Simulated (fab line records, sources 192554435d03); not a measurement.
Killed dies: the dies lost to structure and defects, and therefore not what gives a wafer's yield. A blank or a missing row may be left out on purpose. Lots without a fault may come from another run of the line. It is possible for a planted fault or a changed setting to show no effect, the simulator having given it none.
Chamber matching || flow n5Finfet || cmp-01 running N5_GATE_CUT_CMP_61: 4 sister chambers
The step polishes, stops on SiNx, t overpolish 3 s. 4 wafers are shown with their chamber, then 7 later ones without.

WAFERS, EACH WITH ITS CHAMBER
{"wafer": "L083.5", "chamber": 1, "motorCurrentA (A)": 12.9}
{"wafer": "L083.6", "chamber": 0, "motorCurrentA (A)": 11.7}
{"wafer": "L085.2", "chamber": 3, "motorCurrentA (A)": 12.1}
{"wafer": "L085.5", "chamber": 2, "motorCurrentA (A)": 11.2}

WAFERS WITH NO CHAMBER GIVEN
{"wafer": "L085.6", "motorCurrentA (A)": 12.5}
{"wafer": "L086.1", "motorCurrentA (A)": 11.5}
{"wafer": "L086.3", "motorCurrentA (A)": 11.7}
{"wafer": "L086.5", "motorCurrentA (A)": 12.1}
{"wafer": "L096.2", "motorCurrentA (A)": 12.1}
{"wafer": "L096.4", "motorCurrentA (A)": 12.5}
{"wafer": "L096.6", "motorCurrentA (A)": 11.4}

WHICH CHAMBER EACH WENT THROUGH
{"wafer": "L085.6", "from the rows above": "can't be placed: 1 or 3 or 0", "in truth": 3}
{"wafer": "L086.1", "from the rows above": "can't be placed: 0 or 2 or 3", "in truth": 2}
{"wafer": "L086.3", "from the rows above": "can't be placed: 0 or 3", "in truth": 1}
{"wafer": "L086.5", "from the rows above": "can't be placed: 3 or 0", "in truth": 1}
{"wafer": "L096.2", "from the rows above": "can't be placed: 3 or 0", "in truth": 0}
{"wafer": "L096.4", "from the rows above": "can't be placed: 1 or 3 or 0", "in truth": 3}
{"wafer": "L096.6", "from the rows above": "can't be placed: 2 or 0", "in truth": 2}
Correctly placed: 0 of 7. Can't be placed from these rows: 7 (the true chamber is among the candidates in 5). Wrongly placed: 0.
How it was worked out, from the rows above alone: a wafer's distance from a chamber is the root of the sum, over the readings, of the square of ((its reading less the chamber's mean) divided by the reading's scatter). The wafer belongs to the nearest chamber; if the next one is less than 2 further off, it can't be placed. For every chamber, the mean is computed from those of its wafers that are shown. The scatter: with one shown wafer a chamber, the root of the mean of the squares of how far each hidden wafer lies from its nearest shown one.
